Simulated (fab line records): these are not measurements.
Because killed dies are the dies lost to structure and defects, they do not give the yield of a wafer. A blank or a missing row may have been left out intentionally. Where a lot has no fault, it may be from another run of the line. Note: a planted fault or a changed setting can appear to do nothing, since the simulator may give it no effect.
fab line records -- flow n5Finfet -- part 1 of 2: steps 1 to 18 of 32
record: lots: 5, wafers: 15, lastDay: 17
route steps=1938 shown HKMG_FIN@395
lots untouched by any fault: they come from a run of this same line in which no faults occurred
startH: the number of hours between the record's first day and the start of the first shown wafer of the lot -- waitH: hours elapsed since this lot's preceding step -- " identical to the entry in the row above -- L1.1+2: a single row standing in for several wafers -- - no value, or no start given -- * or withheld: withheld -- < > ~ a bound
route shown NAME@n: NAME is a module with steps in the file, n the number in the route of the first one -- usual: mean and standard deviation over wafers with no fault -- same: alike in all rows -- chamber/n: place in a boat -- sites: each site's reading -- _std_site: the standard deviation of these -- _edge_site: outer sites' mean less inner sites' -- radiusMm: for every site, how far away it sits from the centre of the wafer -- mask NAME#n: copy n -- behind: the most recent tool/chamber to have shaped the wafer -- hold: why the lot was held/for how many hours/how that ended -- device: whichever transistor did not switch (one of n, p or np) -- end of line: at the end of the route, the tests of the same wafers -- a step given without rows: its recipe and nothing more -- killed: not the wafer's yield, but the dies lost to structure and defects at the first sort -- map: per-die view of a wafer (x killed, . not killed, _ where there is no die)
set.NAME: the setting as run; set.NAME@STEP: as run at that earlier step -- model.NAME: the simulator's own value behind a step, which no gauge read
a table for each step, a row for each wafer; lots at some steps of the route
services: the hour from which a tool's chamber was out of use, counted from the record's first day as startH (under 0 if before that day), plus the number of hours and why
== steps ==
step: N5_HKMG_FIN_EXPOSE_46
recipe: maskId: NDIPOLE, na: 1.35, sourceShape: conventional, sigmaOuter: 0.8, polarization: unpolarized, doseMj: 40
usual: reticleTempC: 23.00/0.1
lot.wafer,tool,chamber,startH,waitH,mask,reticleTempC
L077.2,arfiScanner-01,0,91.09,-,NDIPOLE#0,23.04
L077.3,arfiScanner-01,0,91.09,-,NDIPOLE#0,23.00
L077.6,arfiScanner-01,0,91.09,-,NDIPOLE#0,23.14
L082.2,arfiScanner-03,0,120.28,-,NDIPOLE#0,22.93
L082.3,arfiScanner-03,0,120.28,-,NDIPOLE#0,23.01
L082.4,arfiScanner-03,0,120.28,-,NDIPOLE#0,22.99
L084.1,arfiScanner-01,0,132.38,-,NDIPOLE#0,23.15
L084.4,arfiScanner-01,0,132.38,-,NDIPOLE#0,23.08
L084.6,arfiScanner-01,0,132.38,-,NDIPOLE#0,22.95
L085.1,arfiScanner-02,0,146.74,-,NDIPOLE#0,23.00
L085.2,arfiScanner-02,0,146.74,-,NDIPOLE#0,22.93
L085.6,arfiScanner-02,0,146.74,-,NDIPOLE#0,22.98
L091.1,arfiScanner-02,0,175.60,-,NDIPOLE#0,22.87
L091.5,arfiScanner-02,0,175.60,-,NDIPOLE#0,22.98
L091.6,arfiScanner-02,0,175.60,-,NDIPOLE#0,23.01
step: N5_HKMG_FIN_PEB_47
recipe: pebTempC: withheld, pebTimeS: 60, resist: CAR-ArF
lot.wafer,tool,chamber,startH,waitH
L077.2+3+6,lithoTrack-02,0,91.15,0.1
L082.2+3+4,lithoTrack-02,0,120.33,0.0
L084.1+4+6,lithoTrack-01,0,132.43,0.1
L085.1+2+6,lithoTrack-03,0,146.80,0.1
L091.1+5+6,lithoTrack-01,0,175.66,0.1
step: N5_HKMG_FIN_DEVELOP_48
recipe: developTimeS: 30, developer: TMAH, resist: CAR-ArF, rinseLiquid: diw, dry: airSpin, devTempC: 23
lot.wafer,tool,chamber,startH,waitH
L077.2+3+6,lithoTrack-02,0,-,-
L082.2+3+4,lithoTrack-02,0,-,-
L084.1+4+6,lithoTrack-01,0,-,-
L085.1+2+6,lithoTrack-03,0,-,-
L091.1+5+6,lithoTrack-01,0,-,-
step: N5_HKMG_FIN_CD_MEAS_49
recipe: targetCdNm: 202, landingEnergyEv: 500, detector: seInlens, polarity: opening
usual: cdNm: 202.2/0.57
lot.wafer,tool,chamber,startH,waitH,cdNm
L077.2,cdSem-03,0,91.22,-,202.8
L077.3,cdSem-03,0,91.22,-,201.8
L077.6,cdSem-03,0,91.22,-,201.9
L082.2,cdSem-01,0,120.40,-,202.3
L082.3,cdSem-01,0,120.40,-,202.3
L082.4,cdSem-01,0,120.40,-,201.6
L084.1,cdSem-03,0,132.50,-,202.6
L084.4,cdSem-03,0,132.50,-,202.2
L084.6,cdSem-03,0,132.50,-,202.3
L085.1,cdSem-02,0,146.87,-,202.4
L085.2,cdSem-02,0,146.87,-,201.3
L085.6,cdSem-02,0,146.87,-,202.0
L091.1,cdSem-03,0,175.73,-,201.5
L091.5,cdSem-03,0,175.73,-,203.0
L091.6,cdSem-03,0,175.73,-,202.0
step: N5_HKMG_FIN_OVL_MEAS_50
recipe: pointsPerWafer: 44
usual: NDIPOLE_OVL: -0.1/0.78
lot.wafer,tool,chamber,startH,waitH,NDIPOLE_OVL[nm]
L077.2,overlay-01,0,91.25,0.0,-0.3
L077.3,overlay-01,0,91.25,0.0,-0.6
L077.6,overlay-01,0,91.25,0.0,-0.5
L082.2,overlay-02,0,120.43,0.0,0.7
L082.3,overlay-02,0,120.43,0.0,1.2
L082.4,overlay-02,0,120.43,0.0,1.8
L084.1,overlay-01,0,132.53,0.0,-1.5
L084.4,overlay-01,0,132.53,0.0,-1.4
L084.6,overlay-01,0,132.53,0.0,-0.7
L085.1,overlay-02,0,146.90,0.0,-0.1
L085.2,overlay-02,0,146.90,0.0,-0.7
L085.6,overlay-02,0,146.90,0.0,-1.3
L091.1,overlay-02,0,175.76,0.0,0.1
L091.5,overlay-02,0,175.76,0.0,-0.2
L091.6,overlay-02,0,175.76,0.0,-0.3
step: N5_HKMG_FIN_INSPECT_61
recipe: mode: adi, inspectInstrument: macro
usual: rawDefectCount: 2.3/1.5
lot.wafer,tool,chamber,startH,waitH,rawDefectCount
L077.2,defectInspect-01,-,91.28,0.0,3
L077.3,defectInspect-01,-,91.28,0.0,1
L077.6,defectInspect-01,-,91.28,0.0,2
L082.2,defectInspect-01,-,120.45,0.0,2
L082.3,defectInspect-01,-,120.45,0.0,2
L082.4,defectInspect-01,-,120.45,0.0,3
L084.1,defectInspect-01,-,132.56,0.0,2
L084.4,defectInspect-01,-,132.56,0.0,2
L084.6,defectInspect-01,-,132.56,0.0,4
L085.1,defectInspect-02,-,146.92,0.0,0
L085.2,defectInspect-02,-,146.92,0.0,6
L085.6,defectInspect-02,-,146.92,0.0,4
L091.1,defectInspect-01,-,175.78,0.0,4
L091.5,defectInspect-01,-,175.78,0.0,2
L091.6,defectInspect-01,-,175.78,0.0,1
step: N5_HKMG_FIN_DESCUM_53
recipe: chemistry: O2, timeS: 7.9, sourcePowerW: 50, biasPowerW: 20, pressureMtorr: 20, rfFrequencyHz: 2.712e+07, tempC: 40, resist: CAR-ArF, o2FlowSccm: 225
usual: drypumpMotorCurrentA: 5.5/0.51, oesProductAu: 0.83/0.094, rfVppV: 243.6/1.5, showerheadPlenumPTorr: 2.12/0.088, throttleValvePct: 20.36/0.17
same: timeS: 7.9
lot.wafer,tool,chamber,startH,waitH,drypumpMotorCurrentA,oesProductAu,rfHoursCounterH,rfVppV,showerheadPlenumPTorr,throttleValvePct
L077.2,rieDiel-03,0,91.31,0.0,5.5,0.70,223,241.7,2.06,20.33
L077.3,rieDiel-03,1,91.31,0.0,6.5,0.92,25,244.5,2.22,20.29
L077.6,rieDiel-03,0,91.31,0.0,5.5,0.69,-,243.0,2.06,20.34
L082.2,rieDiel-04,0,120.66,0.2,5.3,0.92,17,242.4,2.05,20.27
L082.3,rieDiel-04,2,120.66,0.2,6.1,0.83,72,244.1,2.13,20.24
L082.4,rieDiel-04,3,120.66,0.2,6.1,0.69,235,241.4,1.97,20.60
L084.1,rieDiel-03,3,132.59,0.0,4.8,0.72,191,244.9,2.17,20.73
L084.4,rieDiel-03,2,132.59,0.0,5.3,0.75,184,242.4,1.99,20.45
L084.6,rieDiel-03,3,132.59,0.0,4.9,0.73,-,244.5,2.17,20.71
L085.1,rieDiel-03,2,146.95,0.0,5.3,0.73,190,241.1,1.99,20.48
L085.2,rieDiel-03,3,146.95,0.0,4.8,0.72,197,242.4,2.17,20.72
L085.6,rieDiel-03,3,146.95,0.0,4.8,0.71,-,243.4,2.17,20.71
L091.1,rieDiel-04,1,176.50,0.7,5.1,0.91,20,245.0,2.23,20.12
L091.5,rieDiel-04,1,176.50,0.7,5.0,0.91,-,243.2,2.23,20.10
L091.6,rieDiel-04,0,176.50,0.7,5.3,0.90,-,242.2,2.04,20.29
step: N5_HKMG_FIN_ETCH_54
recipe: chemistry: CF4, target: SiARC, targetDepthA: 455, maskMaterial: CAR-ArF, timeS: 75.8, ionEnergyEv: 80, pressureMtorr: 40, sourceW: 545, biasW: 36, Ar_flow_sccm: 100, cf4FlowSccm: 100, ends: cleared
usual: cf4FlowSccm: 100.0/0.31, drypumpMotorCurrentA: 5.5/0.51, etchRfOnTimeS: 75.5/0.99, oesProductAu: 0.71/0.079, rfVppV: 184.5/1.3, showerheadPlenumPTorr: 2.17/0.082, throttleValvePct: 15.53/0.21
lot.wafer,tool,chamber,startH,waitH,cf4FlowSccm,drypumpMotorCurrentA,etchRfOnTimeS,oesProductAu,rfHoursCounterH,rfVppV,showerheadPlenumPTorr,throttleValvePct
L077.2,rieDiel-03,0,91.35,0.0,100.3,5.5,75.3,0.59,223,183.8,2.11,15.66
L077.3,rieDiel-03,1,91.35,0.0,99.8,6.5,75.1,0.78,25,186.6,2.27,15.45
L077.6,rieDiel-03,0,91.35,0.0,100.6,5.5,74.6,0.60,-,183.5,2.12,15.66
L082.2,rieDiel-04,0,120.69,0.0,99.6,5.3,76.5,0.78,18,183.9,2.10,15.40
L082.3,rieDiel-04,2,120.69,0.0,99.8,6.1,75.1,0.70,72,184.4,2.17,15.34
L082.4,rieDiel-04,3,120.69,0.0,99.8,6.0,77.0,0.59,235,183.1,2.03,15.96
L084.1,rieDiel-03,3,132.63,0.0,99.6,4.8,75.9,0.62,191,184.9,2.21,15.90
L084.4,rieDiel-03,2,132.63,0.0,99.7,5.3,75.6,0.63,184,182.4,2.05,15.72
L084.6,rieDiel-03,3,132.63,0.0,100.2,4.8,76.9,0.62,-,183.9,2.21,15.88
L085.1,rieDiel-03,2,146.99,0.0,100.2,5.3,75.6,0.62,190,183.8,2.05,15.74
L085.2,rieDiel-03,3,146.99,0.0,100.1,4.8,75.0,0.62,197,184.5,2.21,15.88
L085.6,rieDiel-03,3,146.99,0.0,99.9,4.8,75.8,0.62,-,184.0,2.21,15.88
L091.1,rieDiel-04,1,176.53,0.0,100.2,5.0,75.8,0.77,20,186.8,2.27,15.21
L091.5,rieDiel-04,1,176.53,0.0,99.8,5.1,75.6,0.77,-,185.6,2.27,15.20
L091.6,rieDiel-04,0,176.53,0.0,100.2,5.3,76.4,0.76,-,184.5,2.10,15.42
step: N5_HKMG_FIN_ETCH_55
recipe: chemistry: N2/H2, target: SOC, targetDepthA: 2400, tempC: 40, timeS: 300, ionEnergyEv: 200, maskMaterial: SiARC, pressureMtorr: 30, sourceW: 840, biasW: 150, n2FlowSccm: 200, h2FlowSccm: 200
usual: drypumpMotorCurrentA: 5.6/0.51, h2FlowSccm: 200.0/0.53, oesProductAu: 0.83/0.093, rfVppV: 524.9/3, showerheadPlenumPTorr: 2.58/0.11, throttleValvePct: 17.77/0.2
same: timeS: 300
lot.wafer,tool,chamber,startH,waitH,drypumpMotorCurrentA,h2FlowSccm,oesProductAu,rfHoursCounterH,rfVppV,showerheadPlenumPTorr,throttleValvePct
L077.2,rieDiel-03,0,91.40,0.0,5.5,200.1,0.70,223,522.7,2.50,17.73
L077.3,rieDiel-03,1,91.40,0.0,6.5,199.4,0.91,25,528.0,2.71,17.75
L077.6,rieDiel-03,0,91.40,0.0,5.5,199.7,0.71,-,522.3,2.50,17.73
L082.2,rieDiel-04,0,120.75,0.0,5.3,200.3,0.93,18,523.2,2.50,17.65
L082.3,rieDiel-04,2,120.75,0.0,6.1,199.7,0.83,72,525.1,2.57,17.56
L082.4,rieDiel-04,3,120.75,0.0,6.1,200.0,0.68,235,519.6,2.40,18.07
L084.1,rieDiel-03,3,132.68,0.0,4.8,200.4,0.74,191,524.6,2.63,18.17
L084.4,rieDiel-03,2,132.68,0.0,5.3,200.6,0.74,184,520.9,2.43,18.02
L084.6,rieDiel-03,3,132.68,0.0,4.8,200.2,0.73,-,525.6,2.63,18.17
L085.1,rieDiel-03,2,147.05,0.0,5.3,200.2,0.73,190,519.6,2.43,18.04
L085.2,rieDiel-03,3,147.05,0.0,4.8,200.4,0.73,197,525.6,2.63,18.20
L085.6,rieDiel-03,3,147.05,0.0,4.8,200.1,0.72,-,526.7,2.63,18.18
L091.1,rieDiel-04,1,176.59,0.0,5.1,200.7,0.91,20,527.5,2.71,17.60
L091.5,rieDiel-04,1,176.59,0.0,5.1,200.1,0.89,-,528.5,2.71,17.60
L091.6,rieDiel-04,0,176.59,0.0,5.3,199.3,0.90,-,521.7,2.49,17.70
step: N5_HKMG_FIN_STRIP_56
recipe: chemistry: N2/H2, tempC: 40, n2FlowSccm: 200, h2FlowSccm: 200, rfFrequencyHz: 6e+07
lot.wafer,tool,chamber,startH,waitH
L077.2+3+6,rieDiel-03,"0,1,0",91.58,0.1
L082.2+3+4,rieDiel-04,"0,2,3",120.93,0.1
L084.1+4+6,rieDiel-03,"3,2,3",132.86,0.1
L085.1+2+6,rieDiel-03,"2,3,3",147.23,0.1
L091.1+5+6,rieDiel-04,"1,1,0",176.77,0.1
step: N5_HKMG_FIN_STRIP_57
recipe: chemistry: CF4, resist: SiARC, powerW: 300, biasPowerW: 75, pressureMtorr: 50, cf4FlowSccm: 150, rfFrequencyHz: 6e+07
usual: cf4FlowSccm: 150.1/0.44, drypumpMotorCurrentA: 5.5/0.51, oesProductAu: 0.82/0.088, rfVppV: 271.6/1.7, showerheadPlenumPTorr: 1.82/0.069, throttleValvePct: 13.49/0.22
lot.wafer,tool,chamber,startH,waitH,cf4FlowSccm,drypumpMotorCurrentA,oesProductAu,rfHoursCounterH,rfVppV,showerheadPlenumPTorr,throttleValvePct
L077.2,rieDiel-03,0,91.59,0.0,149.9,5.5,0.69,223,271.4,1.78,13.71
L077.3,rieDiel-03,1,91.59,0.0,150.0,6.5,0.90,25,273.1,1.90,13.39
L077.6,rieDiel-03,0,91.59,0.0,150.4,5.5,0.69,-,273.1,1.78,13.69
L082.2,rieDiel-04,0,120.94,0.0,150.1,5.3,0.91,18,270.2,1.76,13.32
L082.3,rieDiel-04,2,120.94,0.0,151.1,6.1,0.81,72,272.8,1.81,13.31
L082.4,rieDiel-04,3,120.94,0.0,150.4,6.0,0.70,235,268.3,1.70,13.95
L084.1,rieDiel-03,3,132.87,0.0,150.4,4.8,0.72,191,272.0,1.85,13.86
L084.4,rieDiel-03,2,132.87,0.0,150.0,5.3,0.73,184,270.5,1.72,13.70
L084.6,rieDiel-03,3,132.87,0.0,150.3,4.8,0.72,-,272.9,1.85,13.87
L085.1,rieDiel-03,2,147.24,0.0,149.8,5.3,0.73,190,268.8,1.71,13.73
L085.2,rieDiel-03,3,147.24,0.0,150.7,4.8,0.71,197,271.3,1.85,13.86
L085.6,rieDiel-03,3,147.24,0.0,150.8,4.8,0.72,-,273.2,1.85,13.86
L091.1,rieDiel-04,1,176.78,0.0,150.7,5.0,0.88,21,273.3,1.90,13.18
L091.5,rieDiel-04,1,176.78,0.0,149.9,5.0,0.89,-,273.6,1.90,13.18
L091.6,rieDiel-04,0,176.78,0.0,150.7,5.3,0.89,-,271.2,1.76,13.38
step: N5_HKMG_FIN_ETCH_58
recipe: chemistry: N2/H2, target: SOC, targetDepthA: 2158, ionEnergyEv: 50, biasW: 13, timeS: 741, pressureMtorr: 30, sourceW: 875, n2FlowSccm: 200, h2FlowSccm: 200
usual: drypumpMotorCurrentA: 5.5/0.51, h2FlowSccm: 200.0/0.58, oesProductAu: 0.83/0.093, rfVppV: 99.2/1.1, showerheadPlenumPTorr: 2.58/0.11, throttleValvePct: 17.73/0.2
same: timeS: 741
lot.wafer,tool,chamber,startH,waitH,drypumpMotorCurrentA,h2FlowSccm,oesProductAu,rfHoursCounterH,rfVppV,showerheadPlenumPTorr,throttleValvePct
L077.2,rieDiel-03,0,91.61,0.0,5.5,200.1,0.69,224,98.8,2.50,17.67
L077.3,rieDiel-03,1,91.61,0.0,6.5,200.0,0.92,25,100.8,2.72,17.71
L077.6,rieDiel-03,0,91.61,0.0,5.5,200.1,0.70,-,98.3,2.50,17.68
L082.2,rieDiel-04,0,120.96,0.0,5.3,200.0,0.91,18,99.6,2.50,17.63
L082.3,rieDiel-04,2,120.96,0.0,6.1,201.1,0.82,73,99.4,2.57,17.49
L082.4,rieDiel-04,3,120.96,0.0,6.0,198.7,0.69,236,98.9,2.40,18.02
L084.1,rieDiel-03,3,132.89,0.0,4.9,199.3,0.72,191,98.4,2.63,18.14
L084.4,rieDiel-03,2,132.89,0.0,5.3,200.6,0.73,184,100.3,2.43,18.00
L084.6,rieDiel-03,3,132.89,0.0,4.8,200.5,0.73,-,99.6,2.63,18.14
L085.1,rieDiel-03,2,147.26,0.0,5.3,200.4,0.74,190,99.0,2.43,17.99
L085.2,rieDiel-03,3,147.26,0.0,4.9,199.9,0.73,197,98.3,2.63,18.15
L085.6,rieDiel-03,3,147.26,0.0,4.8,200.1,0.73,-,101.0,2.63,18.12
L091.1,rieDiel-04,1,176.80,0.0,5.1,199.4,0.89,21,99.8,2.71,17.56
L091.5,rieDiel-04,1,176.80,0.0,5.1,200.4,0.89,-,99.6,2.71,17.54
L091.6,rieDiel-04,0,176.80,0.0,5.3,200.1,0.89,-,98.4,2.49,17.65
step: N5_HKMG_FIN_STRIP_93
recipe: chemistry: N2/H2, material: SOC, timeS: 20, powerW: 500, tempC: 40, pressureMtorr: 50, rfFrequencyHz: 6e+07, biasPowerW: 8, h2Frac: 0.5, n2FlowSccm: 300, h2FlowSccm: 300
usual: drypumpMotorCurrentA: 5.6/0.51, h2FlowSccm: 300.1/0.91, oesProductAu: 0.83/0.093, rfVppV: 54.2/0.99, showerheadPlenumPTorr: 3.40/0.13, throttleValvePct: 18.99/0.3
same: timeS: 20
lot.wafer,tool,chamber,startH,waitH,drypumpMotorCurrentA,h2FlowSccm,oesProductAu,rfHoursCounterH,rfVppV,showerheadPlenumPTorr,throttleValvePct
L077.2,rieDiel-03,0,92.04,0.2,5.5,299.8,0.70,224,55.4,3.31,18.68
L077.3,rieDiel-03,1,92.04,0.2,6.5,300.5,0.91,25,55.2,3.58,19.00
L077.6,rieDiel-03,0,92.04,0.2,5.6,299.2,0.69,-,54.1,3.31,18.69
L082.2,rieDiel-04,0,121.38,0.2,5.3,299.6,0.91,18,53.9,3.30,18.85
L082.3,rieDiel-04,2,121.38,0.2,6.1,298.4,0.82,73,54.9,3.39,18.71
L082.4,rieDiel-04,3,121.38,0.2,6.0,298.3,0.69,236,54.4,3.18,19.12
L084.1,rieDiel-03,3,133.32,0.2,4.9,300.1,0.73,192,53.9,3.47,19.62
L084.4,rieDiel-03,2,133.32,0.2,5.3,300.9,0.73,185,53.2,3.22,19.34
L084.6,rieDiel-03,3,133.32,0.2,4.9,299.2,0.73,-,56.4,3.47,19.61
L085.1,rieDiel-03,2,147.68,0.2,5.3,300.3,0.73,190,51.3,3.21,19.34
L085.2,rieDiel-03,3,147.68,0.2,4.9,298.6,0.72,198,54.8,3.46,19.63
L085.6,rieDiel-03,3,147.68,0.2,4.9,300.6,0.73,-,54.8,3.46,19.63
L091.1,rieDiel-04,1,177.22,0.2,5.1,298.8,0.89,21,53.7,3.58,19.10
L091.5,rieDiel-04,1,177.22,0.2,5.1,299.4,0.89,-,53.3,3.57,19.13
L091.6,rieDiel-04,0,177.22,0.2,5.4,300.6,0.89,-,53.6,3.29,18.86
step: N5_HKMG_FIN_WET_ETCH_76
recipe: chemistry: dNH4OH, mix: 1:50, tempC: 25, target: Al2O3, stopOn: La2O3, targetDepthNm: 2.25, dry: ipaMarangoni, rinseTimeS: 30, rinseTempC: 23
lot.wafer,tool,chamber,startH,waitH
L077.2+3+6,wetBench-06,"2,3,6",92.12,0.1
L082.2+3+4,wetBench-04,"4,3,0",121.47,0.1
L084.1+4+6,wetBench-03,"1,4,2",133.40,0.1
L085.1+2+6,wetBench-04,"1,3,4",147.76,0.1
L091.1+5+6,wetBench-04,"0,5,3",177.31,0.1
step: N5_HKMG_FIN_STRIP_60
recipe: chemistry: N2/H2, powerW: 2500, tempC: 300, h2Frac: 0.65, timeS: 360, pressureMtorr: withheld, n2FlowSccm: 1750, h2FlowSccm: 3250
usual: drypumpMotorCurrentA: 6.0/0.49, h2FlowSccm: 3249/8.7, heaterPowerW: 472/74
same: timeS: 360
lot.wafer,tool,chamber,startH,waitH,drypumpMotorCurrentA,h2FlowSccm,heaterPowerW,rfHoursCounterH
L077.2,plasmaAsher-02,0,92.19,0.0,5.1,3265,486,40
L077.3,plasmaAsher-02,0,92.19,0.0,5.1,3249,496,-
L077.6,plasmaAsher-02,0,92.19,0.0,5.1,3268,494,-
L082.2,plasmaAsher-01,1,121.53,0.0,6.5,3259,493,98
L082.3,plasmaAsher-01,1,121.53,0.0,6.5,3263,490,-
L082.4,plasmaAsher-01,0,121.53,0.0,6.0,3257,376,-
L084.1,plasmaAsher-01,1,133.47,0.0,6.5,3253,495,101
L084.4,plasmaAsher-01,0,133.47,0.0,6.0,3249,377,-
L084.6,plasmaAsher-01,1,133.47,0.0,6.6,3244,497,-
L085.1,plasmaAsher-01,0,147.83,0.0,6.0,3246,377,103
L085.2,plasmaAsher-01,1,147.83,0.0,6.5,3252,490,103
L085.6,plasmaAsher-01,0,147.83,0.0,6.0,3253,364,-
L091.1,plasmaAsher-02,1,177.37,0.0,5.8,3247,599,54
L091.5,plasmaAsher-02,1,177.37,0.0,5.9,3240,589,-
L091.6,plasmaAsher-02,0,177.37,0.0,5.1,3238,485,-
step: N5_HKMG_FIN_WET_ETCH_77
recipe: chemistry: dHCl, mix: 1:10000, tempC: 25, target: La2O3, stopOn: HfO2, targetDepthNm: 2
lot.wafer,tool,chamber,startH,waitH
L077.2+3+6,wetBench-04,"0,2,1",92.58,0.3
L082.2+3+4,wetBench-03,"5,4,1",121.92,0.3
L084.1+4+6,wetBench-06,"2,6,7",133.86,0.3
L085.1+2+6,wetBench-03,"5,4,1",148.22,0.3
L091.1+5+6,wetBench-03,"4,0,3",177.76,0.3
step: N5_HKMG_FIN_WET_ETCH_78
recipe: chemistry: dNH4OH, mix: 1:50, tempC: 25, target: Al2O3, stopOn: La2O3, targetDepthNm: 4.5, dry: ipaMarangoni, rinseTimeS: 30, rinseTempC: 23
lot.wafer,tool,chamber,startH,waitH
L077.2+3+6,wetBench-04,"0,2,1",92.61,0.0
L082.2+3+4,wetBench-03,"5,4,1",121.95,0.0
L084.1+4+6,wetBench-06,"2,6,7",133.89,0.0
L085.1+2+6,wetBench-03,"5,4,1",148.25,0.0
L091.1+5+6,wetBench-03,"4,0,3",177.79,0.0
step: N5_HKMG_FIN_ALD_79
recipe: material: TiN, targetThkA: 15, tempC: 400, aldPrecursorFamily: TiCl4, aldCoReactant: NH3, pulseTimeS: 1, purgeTimeS: 3, coReactantPurgeTimeS: 2, coReactantPulseTimeS: 2, aldCycles: 68, pressureTorr: 3
usual: heaterPowerW: 926/81, precursorPulseHeightRel: 0.999/0.02
same: coReactantPulseTimeS: 2, purgeTimeS: 3
lot.wafer,tool,chamber,startH,waitH,heaterPowerW,precursorPulseHeightRel
L077.2,aldMetal-02,1,92.68,0.0,916,0.973
L077.3,aldMetal-02,2,92.68,0.0,995,1.024
L077.6,aldMetal-02,3,92.68,0.0,982,0.983
L082.2,aldMetal-01,1,122.03,0.0,861,1.004
L082.3,aldMetal-01,2,122.03,0.0,1008,0.983
L082.4,aldMetal-01,0,122.03,0.0,862,0.992
L084.1,aldMetal-02,3,133.96,0.0,948,0.967
L084.4,aldMetal-02,1,133.96,0.0,931,1.003
L084.6,aldMetal-02,0,133.96,0.0,1007,0.999
L085.1,aldMetal-01,1,148.32,0.0,894,0.981
L085.2,aldMetal-01,0,148.32,0.0,850,1.033
L085.6,aldMetal-01,1,148.32,0.0,885,1.027
L091.1,aldMetal-02,0,177.87,0.0,1029,1.013
L091.5,aldMetal-02,2,177.87,0.0,972,1.002
L091.6,aldMetal-02,3,177.87,0.0,956,1.006
